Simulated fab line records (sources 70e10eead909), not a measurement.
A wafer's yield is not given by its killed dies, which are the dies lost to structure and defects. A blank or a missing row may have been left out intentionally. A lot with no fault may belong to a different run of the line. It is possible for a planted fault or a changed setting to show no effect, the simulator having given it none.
Struck lot and sound lot, side by side || flow nand_harc || 13 out of 1302 route steps
Sound: the wafers L778.2, L778.4, L778.6. Wafers L790.1, L790.2, L790.4 were the ones struck. The cause is given at the end.
Order at every step that has rows: each side's tool, ch and its chambers, its first start. Under that, the readings that differ: sound wafers || struck wafers || difference of the means || sigmas: that difference in standard deviations of wafers without a fault.
alike: same words and numbers on both sides, and readings whose means sit less than 2 such deviations apart. not compared: any withheld reading, any reading some wafer has no value for, any bound like >300 that may hide the same value, and any number with overlapping values for which the record gives no deviation.
A row with sigmas, a row that says differs or no value, or rows on one side alone: a step with any of these is where the two part. Numbers that have no deviation but don't overlap get no sigmas and don't part them. Lack of a reading on every wafer of one side parts them only where that side has two or more wafers.

first, 4 steps without rows for these wafers: NHARC_A_WL_FILL_STRIP_28 (strips in post etch residue remover, time 1200 s); NHARC_A_WL_FILL_PRECLEAN_06 (cleans in DIW, time 300 s); NHARC_A_WL_FILL_SRD_07; NHARC_A_WL_FILL_ANNEAL_08 (time 1800 s).
NHARC_A_WL_FILL_ALD_10: deposits SiO2, target thk 50 nm, pulse time 10 s, ald cycles 500.
  sound on ald_hk-04 ch 0,1,3, day 21 04:08; struck on ald_hk-01 ch 0,1,2, day 26 11:49
  alike: heater_power_w, precursor_pulse_height_rel
NHARC_A_WL_FILL_ETCHBACK_16: etches the open film in C4F8/O2/Ar, target depth 120 nm, time 24 s.
  sound: rie_diel-10 ch 1,3; struck: rie_diel-10 ch 0,1,2
  alike: oes_product_au, rf_fwd_power_W, rf_vpp_V
  not compared: rf_hours_counter_h
NHARC_A_WL_FILL_STRIP_29: strips in O2, time 20 s.
  sound on rie_diel-10 ch 1,2, day 21 08:20; struck on rie_diel-10 ch 1,2,3, day 26 16:36
  alike: drypump_motor_current_A, o2_flow_sccm, oes_product_au, rf_vpp_V, showerhead_plenum_p_Torr, throttle_valve_pct
  not compared: rf_hours_counter_h
NHARC_A_WL_FILL_ETCHBACK_17: etches the open film in Cl2/BCl3, target depth 4 nm, time 26.7 s.
  sound on rie_metal-03 ch 0,1, day 21 08:26; struck on rie_metal-03 ch 0,1, day 26 16:41
  alike: drypump_motor_current_A, oes_product_au
  not compared: rf_hours_counter_h
then, 3 steps without rows for these wafers: NHARC_A_WL_FILL_PRECLEAN_18 (cleans in dHF, time 30 s); NHARC_A_WL_FILL_SRD_21; NHARC_A_WL_FILL_CVD_23 (deposits poly-Si, target thk 40 nm, time 800 s).
NHARC_A_WL_FILL_ETCHBACK_26: etches the open film in HBr, target depth 52 nm, time 13.3 s.
  sound on rie_si-02 ch 0,2, day 21 14:04; struck on rie_si-04 ch 0,2,3, day 26 21:56
{"reading": "oes_product_au (a.u.)", "sound": "1.010 1.032 1.025", "struck": "1.211 1.199 1.229", "difference": "+0.191", "sigmas": "+17"}
  alike: drypump_motor_current_A, rf_fwd_power_W, throttle_valve_pct
  not compared: rf_hours_counter_h
then, 1 step without rows for these wafers: NHARC_A_WL_FILL_PRECLEAN_30 (cleans in dHF, time 10 s).

== WHERE THEY PART ==
Only at NHARC_A_WL_FILL_ETCHBACK_26, within this record.

WHY: what the simulator had put in
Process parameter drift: rie_si-04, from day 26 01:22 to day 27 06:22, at NHARC_A_WL_FILL_ETCHBACK_26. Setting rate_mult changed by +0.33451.
